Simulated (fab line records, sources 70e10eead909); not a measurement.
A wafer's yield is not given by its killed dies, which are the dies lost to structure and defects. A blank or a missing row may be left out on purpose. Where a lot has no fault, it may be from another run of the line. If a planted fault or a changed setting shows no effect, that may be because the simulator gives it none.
Which of the tools did it? ; flow nand_harc ; 24 lots with 72 wafers sampled at 5 steps, on a route of 1302 steps

## WHAT EACH GAUGE READ, for each wafer
NHARC_A_CONTACT_INSPECT_71. Usual: raw_defect_count reads 85 (standard deviation 30).
lot;measured;on;raw_defect_count;flag
L074;day 22 15:50;defect_inspect-01;54 55 58;
L075;day 22 16:02;defect_inspect-01;90 105 114;
L077;day 22 22:46;defect_inspect-02;19 21 21;
L076;day 23 08:15;defect_inspect-02;112 125 117;
L078;day 23 09:04;defect_inspect-02;95 111 111;
L079;day 23 11:22;defect_inspect-02;122 111 99;
L081;day 24 14:40;defect_inspect-01;118 111 123;
L080;day 24 17:58;defect_inspect-01;112 117 115;
L082;day 25 04:49;defect_inspect-02;79 77 92;
L083;day 25 05:11;defect_inspect-02;112 147 114;
L084;day 26 01:32;defect_inspect-02;81 83 96;
L085;day 26 07:03;defect_inspect-01;100 97 80;
L086;day 26 09:13;defect_inspect-02;61 65 58;
L089;day 27 10:22;defect_inspect-02;76 87 81;
L088;day 27 11:07;defect_inspect-01;72 70 66;
L087;day 27 14:44;defect_inspect-02;106 92 94;
L092;day 28 16:24;defect_inspect-02;70 62 73;
L091;day 28 19:41;defect_inspect-02;104 109 90;
L090;day 28 19:54;defect_inspect-01;114 125 95;
L093;day 29 22:20;defect_inspect-01;65 72 66;
L094;day 30 05:19;defect_inspect-01;80 75 77;
L095;day 31 02:44;defect_inspect-01;18 22 19;
L096;day 31 01:18;defect_inspect-02;54 51 64;
L097;day 31 14:04;defect_inspect-02;91 78 77;

## EACH LOT AND THE TOOL THAT RAN IT (in order: tool; ch and the chambers of the sampled wafers; start)
lot;NHARC_A_CONTACT_ETCH_48;NHARC_A_CONTACT_ETCH_51;NHARC_A_CONTACT_ETCH_116;NHARC_A_CONTACT_DEP_58
L074;rie_diel-07 ch 1,2,3, day 22 04:36;rie_diel-07 ch 1,2,3, day 22 07:16 or earlier;har_cap_etch-03 ch 0,1, day 22 07:16;pecvd-02 ch 0,1,2, day 22 15:05
L075;rie_diel-13 ch 1,2, day 22 04:56;rie_diel-13 ch 0,2, day 22 07:37 or earlier;har_cap_etch-02 ch 0,1, day 22 07:37;pecvd-03 ch 1,2, day 22 15:13
L077;rie_diel-07 ch 0,2, day 22 08:57;rie_diel-07 ch 0,1,3, day 22 11:36 or earlier;har_cap_etch-01 ch 0,1, day 22 11:36;pecvd-02 ch 1,2, day 22 21:55
L076;rie_diel-07 ch 1,2, day 22 18:11;rie_diel-07 ch 0,1, day 22 20:52 or earlier;har_cap_etch-01 ch 0,1, day 22 20:52;pecvd-03 ch 0,1,2, day 23 07:26
L078;rie_diel-07 ch 0,1,2, day 22 22:25;rie_diel-07 ch 1,2,3, day 23 01:08 or earlier;har_cap_etch-03 ch 0,1, day 23 01:08;pecvd-02 ch 0,1,2, day 23 08:15
L079;rie_diel-04 ch 1,2,3, day 22 23:01;rie_diel-04 ch 1,3, day 23 01:41 or earlier;har_cap_etch-02 ch 0,1, day 23 01:41;pecvd-01 ch 1,2, day 23 10:42
L081;rie_diel-07 ch 0,1,2, day 24 03:43;rie_diel-07 ch 0,2,3, day 24 06:32 or earlier;har_cap_etch-01 ch 0, day 24 06:32;pecvd-03 ch 0,1, day 24 13:57
L080;rie_diel-07 ch 1,2, day 24 04:04;rie_diel-07 ch 1,3, day 24 07:25 or earlier;har_cap_etch-03 ch 1, day 24 07:25;pecvd-03 ch 0,1, day 24 17:08
L082;rie_diel-13 ch 0,2,3, day 24 17:57;rie_diel-13 ch 1,2,3, day 24 20:36 or earlier;har_cap_etch-03 ch 0,1, day 24 20:36;pecvd-02 ch 1,2, day 25 03:52
L083;rie_diel-13 ch 0,2, day 24 18:28;rie_diel-13 ch 0,3, day 24 21:49 or earlier;har_cap_etch-02 ch 0,1, day 24 21:49;pecvd-02 ch 1,2, day 25 04:23
L084;rie_diel-13 ch 0,1,3, day 25 13:20;rie_diel-13 ch 0,1,2, day 25 16:01 or earlier;har_cap_etch-02 ch 0,1, day 25 16:01;pecvd-03 ch 0,1,2, day 26 00:44
L085;rie_diel-07 ch 0,1,2, day 25 20:29;rie_diel-07 ch 0,1,3, day 25 23:05 or earlier;har_cap_etch-03 ch 0,1, day 25 23:05;pecvd-01 ch 0,1, day 26 06:16
L086;rie_diel-07 ch 2,3, day 25 22:47;rie_diel-07 ch 0,1,2, day 26 01:23 or earlier;har_cap_etch-01 ch 0,1, day 26 01:23;pecvd-01 ch 0,1, day 26 08:31
L089;rie_diel-07 ch 1,3, day 27 00:10;rie_diel-07 ch 0,1,2, day 27 02:49 or earlier;har_cap_etch-02 ch 0,1, day 27 02:49;pecvd-03 ch 0,2, day 27 09:32
L088;rie_diel-04 ch 0,2,3, day 27 01:02;rie_diel-04 ch 2,3, day 27 03:40 or earlier;har_cap_etch-03 ch 0,1, day 27 03:40;pecvd-03 ch 0,2, day 27 10:18
L087;rie_diel-07 ch 1,2, day 27 04:49;rie_diel-07 ch 1,2, day 27 07:28 or earlier;har_cap_etch-01 ch 0,1, day 27 07:28;pecvd-03 ch 1,2, day 27 14:04
L092;rie_diel-04 ch 0,2,3, day 28 06:02;rie_diel-04 ch 2,3, day 28 08:53 or earlier;har_cap_etch-02 ch 0, day 28 08:53;pecvd-03 ch 1,2, day 28 15:32
L091;rie_diel-13 ch 1,3, day 28 08:49;rie_diel-13 ch 0,1, day 28 11:45 or earlier;har_cap_etch-03 ch 0,1, day 28 11:45;pecvd-01 ch 0,1,2, day 28 19:02
L090;rie_diel-07 ch 2,3, day 28 09:30;rie_diel-07 ch 1,2, day 28 12:29 or earlier;har_cap_etch-01 ch 0,1, day 28 12:29;pecvd-03 ch 0,2, day 28 19:03
L093;rie_diel-07 ch 1,2,3, day 29 11:29;rie_diel-07 ch 0,1,3, day 29 14:05 or earlier;har_cap_etch-02 ch 0,1, day 29 14:05;pecvd-02 ch 0,2, day 29 21:37
L094;rie_diel-07 ch 0,1,3, day 29 19:20;rie_diel-07 ch 0,2,3, day 29 21:56 or earlier;har_cap_etch-01 ch 0,1, day 29 21:56;pecvd-01 ch 0,2, day 30 04:28
L095;rie_diel-07 ch 0,1,2, day 30 14:13;rie_diel-07 ch 0,1,2, day 30 17:07 or earlier;har_cap_etch-02 ch 0,1, day 30 17:07;pecvd-01 ch 0,1, day 31 01:53
L096;rie_diel-13 ch 0,3, day 30 14:19;rie_diel-13 ch 0,1,2, day 30 16:56 or earlier;har_cap_etch-01 ch 0, day 30 16:56;pecvd-02 ch 1,2, day 31 00:37
L097;rie_diel-04 ch 1,2,3, day 31 04:03;rie_diel-04 ch 0,2,3, day 31 06:40 or earlier;har_cap_etch-02 ch 0,1, day 31 06:40;pecvd-02 ch 0,1,2, day 31 13:20
- NHARC_A_CONTACT_ETCH_48: etches the open film in CF4, target depth 39 nm, time 65 s.
- NHARC_A_CONTACT_ETCH_51: etches the open film in O2/COS, target depth 7000 nm, time 1820 s.
- NHARC_A_CONTACT_ETCH_116: etches the open film in C4F8/O2/Ar, time 190 s, target depth 1850 nm.
- NHARC_A_CONTACT_DEP_58: deposits SiON, target thk 90 nm.

## AS READ BY THE TOOLS THEMSELVES (means over the sampled wafers that have a number; for cases with no such wafer, the mark the record gives instead)
NHARC_A_CONTACT_ETCH_48. Usual: bias_w 100.0 W, standard deviation 0.34; drypump_motor_current_A 5.4 A, standard deviation 0.52; oes_product_au 1.006 a.u., standard deviation 0.011; rf_vpp_V 151.0 V, standard deviation 1.3; showerhead_plenum_p_Torr 1.75 Torr, standard deviation 0.071; throttle_valve_pct 13.285 %, standard deviation 0.0092.
lot;tool;bias_w (W);drypump_motor_current_A (A);oes_product_au (a.u.);rf_vpp_V (V);showerhead_plenum_p_Torr (Torr);throttle_valve_pct (%);flag
L074;rie_diel-07;99.7;5.4;1.002;151.2;1.72;13.287;
L075;rie_diel-13;100.0;5.3;1.009;150.1;1.69;13.289;
L077;rie_diel-07;99.9;5.2;1.015;151.3;1.79;13.280;
L076;rie_diel-07;100.0;5.6;1.014;149.9;1.68;13.283;
L078;rie_diel-07;99.8;5.3;1.007;150.8;1.75;13.294;
L079;rie_diel-04;100.0;5.7;0.995;151.6;1.78;13.273;
L081;rie_diel-07;100.1;5.3;1.008;150.9;1.75;13.292;
L080;rie_diel-07;99.8;5.6;1.024;150.0;1.68;13.272;
L082;rie_diel-13;100.0;5.8;1.012;149.7;1.69;13.281;
L083;rie_diel-13;100.2;5.3;1.013;150.3;1.66;13.281;
L084;rie_diel-13;100.2;6.1;1.002;151.1;1.72;13.286;
L085;rie_diel-07;99.9;5.3;1.019;151.9;1.74;13.292;
L086;rie_diel-07;100.1;5.3;1.015;151.5;1.76;13.288;
L089;rie_diel-07;99.7;5.6;1.000;149.1;1.68;13.285;
L088;rie_diel-04;100.0;5.6;1.003;152.0;1.80;13.281;
L087;rie_diel-07;100.0;5.5;1.016;150.4;1.72;13.278;
L092;rie_diel-04;100.3;5.7;0.996;151.8;1.80;13.278;
L091;rie_diel-13;99.9;6.3;1.004;150.9;1.74;13.278;
L090;rie_diel-07;100.4;5.3;1.010;152.0;1.75;13.278;
L093;rie_diel-07;99.8;5.4;0.997;151.6;1.80;13.292;
L094;rie_diel-07;99.9;5.2;1.002;152.3;1.83;13.287;
L095;rie_diel-07;100.0;5.3;1.009;152.2;1.83;13.290;
L096;rie_diel-13;100.4;6.1;1.000;150.0;1.69;13.292;
L097;rie_diel-04;100.1;5.7;1.009;151.7;1.76;13.290;

NHARC_A_CONTACT_ETCH_51. Usual: bias_w 300.0 W, standard deviation 0.93; drypump_motor_current_A 5.4 A, standard deviation 0.51; oes_product_au 1.006 a.u., standard deviation 0.011; rf_vpp_V 313.6 V, standard deviation 1.8; showerhead_plenum_p_Torr 3.09 Torr, standard deviation 0.12; throttle_valve_pct 28.330 %, standard deviation 0.0098.
lot;tool;bias_w (W);drypump_motor_current_A (A);oes_product_au (a.u.);rf_vpp_V (V);showerhead_plenum_p_Torr (Torr);throttle_valve_pct (%);flag
L074;rie_diel-07;299.7;5.4;1.012;312.8;3.03;28.332;
L075;rie_diel-13;299.2;5.6;1.011;311.5;2.95;28.331;
L077;rie_diel-07;299.5;5.2;0.997;312.9;3.08;28.332;
L076;rie_diel-07;300.5;5.1;1.004;314.5;3.13;28.333;
L078;rie_diel-07;300.6;5.4;1.008;312.5;3.03;28.340;
L079;rie_diel-04;298.2;5.2;0.990;314.1;3.06;28.333;
L081;rie_diel-07;300.1;5.1;1.013;314.6;3.15;28.329;
L080;rie_diel-07;299.8;5.6;1.019;312.4;2.96;28.330;
L082;rie_diel-13;300.9;5.8;0.998;312.7;3.03;28.329;
L083;rie_diel-13;301.1;6.1;1.006;312.6;3.00;28.336;
L084;rie_diel-13;300.0;5.6;1.012;311.7;2.98;28.327;
L085;rie_diel-07;299.6;5.2;1.005;313.2;3.07;28.334;
L086;rie_diel-07;300.8;5.3;1.017;313.3;3.08;28.329;
L089;rie_diel-07;300.3;5.3;1.008;312.7;3.08;28.324;
L088;rie_diel-04;300.8;6.2;0.995;314.5;3.19;28.322;
L087;rie_diel-07;300.0;5.5;1.021;312.0;3.03;28.329;
L092;rie_diel-04;300.7;6.2;0.999;314.4;3.19;28.336;
L091;rie_diel-13;300.7;5.8;1.005;313.3;3.02;28.328;
L090;rie_diel-07;299.3;5.7;1.005;316.6;3.28;28.329;
L093;rie_diel-07;299.6;5.2;1.000;315.2;3.23;28.331;
L094;rie_diel-07;299.9;5.0;1.002;314.9;3.14;28.334;
L095;rie_diel-07;299.4;5.3;1.007;315.5;3.23;28.331;
L096;rie_diel-13;299.1;5.6;1.004;312.5;2.96;28.331;
L097;rie_diel-04;299.6;5.7;0.999;314.8;3.16;28.333;

NHARC_A_CONTACT_DEP_58. Usual: heater_power_outer_w 456 W, standard deviation 79; heater_power_w 757 W, standard deviation 110.
lot;tool;heater_power_outer_w (W);heater_power_w (W);flag
L074;pecvd-02;504;793;
L075;pecvd-03;340;611;
L077;pecvd-02;520;834;
L076;pecvd-03;436;714;
L078;pecvd-02;477;770;
L079;pecvd-01;565;921;
L081;pecvd-03;397;688;
L080;pecvd-03;333;605;
L082;pecvd-02;494;774;
L083;pecvd-02;487;773;
L084;pecvd-03;402;697;
L085;pecvd-01;421;723;
L086;pecvd-01;479;785;
L089;pecvd-03;493;816;
L088;pecvd-03;476;808;
L087;pecvd-03;384;685;
L092;pecvd-03;472;797;
L091;pecvd-01;529;853;
L090;pecvd-03;454;767;
L093;pecvd-02;454;712;
L094;pecvd-01;570;914;
L095;pecvd-01;454;760;
L096;pecvd-02;502;785;
L097;pecvd-02;459;742;

## THE ANSWER, worked out from the rows above alone
Rule: take the mean of a lot's wafers that have a number; if it is more than 3 standard deviations from the usual mean, the lot is off. A lot without any number at a reading at which 4 lots or more have one is off too. Any other lot the step has rows for is counted as sound. The gauges are gone through in route order, then the tools' own readings, and for those a lot's mean is taken as printed above. At the first step where some lot is off, the reading lying furthest off is the one used; lots without a number count as furthest.
Nothing can be told from this: no lot is off at any reading shown.

## WHAT WAS PUT IN BY THE SIMULATOR
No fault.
